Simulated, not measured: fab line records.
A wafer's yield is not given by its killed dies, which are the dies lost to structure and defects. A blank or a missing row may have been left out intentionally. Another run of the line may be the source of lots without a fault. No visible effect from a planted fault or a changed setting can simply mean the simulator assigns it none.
Comparing a struck lot with a sound one :: flow nandHarc :: 16 out of 1302 route steps
Sound: the wafers L100.2, L100.4, L100.5. The struck wafers were L994.3, L994.4, L994.6. At the end, the cause is stated.
Each step with rows lists, per side, the tool, then ch with its chambers, then its first start. Under that, the readings that differ: sound wafers :: struck wafers :: difference of the means :: sigmas: that difference in standard deviations of wafers without a fault.
alike: words and numbers the same on both sides, and readings whose means are apart by under 2 such deviations; not compared: readings that were withheld, readings missing a value for some wafer, numbers with overlapping values and no deviation given by the record, and bounds like >300 which may hide the same value.
A row with sigmas, a row that says differs or no value, or rows on one side alone: a step with any of these is where the two part. Numbers that don't overlap but have no deviation are shown without sigmas and don't part them. Lack of a reading on every wafer of one side parts them only where that side has two or more wafers.

first, 1 step without rows for these wafers: NHARC_P_GATE_HARDBAKE_47 (time 80 s).
NHARC_P_GATE_DESCUM_48: chemistry O2, time 3 s.
  sound on rieDiel-03 ch 0,2,3, day 13 04:58; struck on rieDiel-05 ch 0,1,2, day 10 10:29
  alike: drypumpMotorCurrentA, oesProductAu, rfVppV, showerheadPlenumPTorr, throttleValvePct
  not compared: rfHoursCounterH
next, for these wafers, 1 step has no rows: NHARC_P_GATE_IMPLANT_49.
NHARC_P_GATE_STRIP_111: strips in N2/H2, time 250 s.
  sound on plasmaAsher-02 ch 0,1, day 13 05:23; struck on plasmaAsher-01 ch 0,1, day 10 10:56
  alike: drypumpMotorCurrentA, heaterPowerW, rfReflPowerW
  not compared: rfHoursCounterH
NHARC_P_GATE_STRIP_75: strips in O2.
  sound on plasmaAsher-02 ch 0,1, day 13 05:38; struck on plasmaAsher-01 ch 0,1, day 10 11:09
  alike: drypumpMotorCurrentA, heaterPowerW, rfReflPowerW
  not compared: rfHoursCounterH
then, 7 steps without rows for these wafers: NHARC_P_GATE_STRIP_50 (strips in SPM, time 900 s); NHARC_P_GATE_DEHYDRATE_51 (time 120 s); NHARC_P_GATE_HMDS_52 (time 30 s); NHARC_P_GATE_COAT_53; NHARC_P_GATE_SOFTBAKE_54 (time 95 s); NHARC_P_GATE_EBR_55; NHARC_P_GATE_EXPOSE_56 (exposes mask P PSD, target cd 720 nm).
NHARC_P_GATE_PEB_57: peb time 85 s.
  sound on lithoTrack-02 ch 0, day 13 06:21; struck on lithoTrack-07 ch 0, day 10 11:50
reading: heaterPowerTotalW (W)
sound: 163.65 163.81 163.73
struck: 156.74 157.22 156.61
difference: -6.87
sigmas: -26

reading: plateTempC (C)
sound: 118.08 118.07 118.10
struck: 114.23 114.16 114.29
difference: -3.86
sigmas: -28
then, 1 step without rows for these wafers: NHARC_P_GATE_DEVELOP_58 (time 70 s).
NHARC_P_GATE_CD_MEAS_59 targets a cd of 720 nm.
  sound on cdSem-01 ch 0, day 13 06:26; struck on cdSem-02 ch 0, day 10 11:56
reading: cdNm (nm)
sound: 718.3 717.0 719.2
struck: 713.7 714.3 711.5
difference: -5.0
sigmas: -2
then, 1 step without rows for these wafers: NHARC_P_GATE_HARDBAKE_60 (time 80 s).

WHERE THEY PART
At NHARC_P_GATE_PEB_57 first; at NHARC_P_GATE_CD_MEAS_59 last (within this record only).

WHY: whatever the simulator had introduced
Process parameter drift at NHARC_P_GATE_PEB_57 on lithoTrack-07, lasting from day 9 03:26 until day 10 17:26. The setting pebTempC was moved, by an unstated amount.
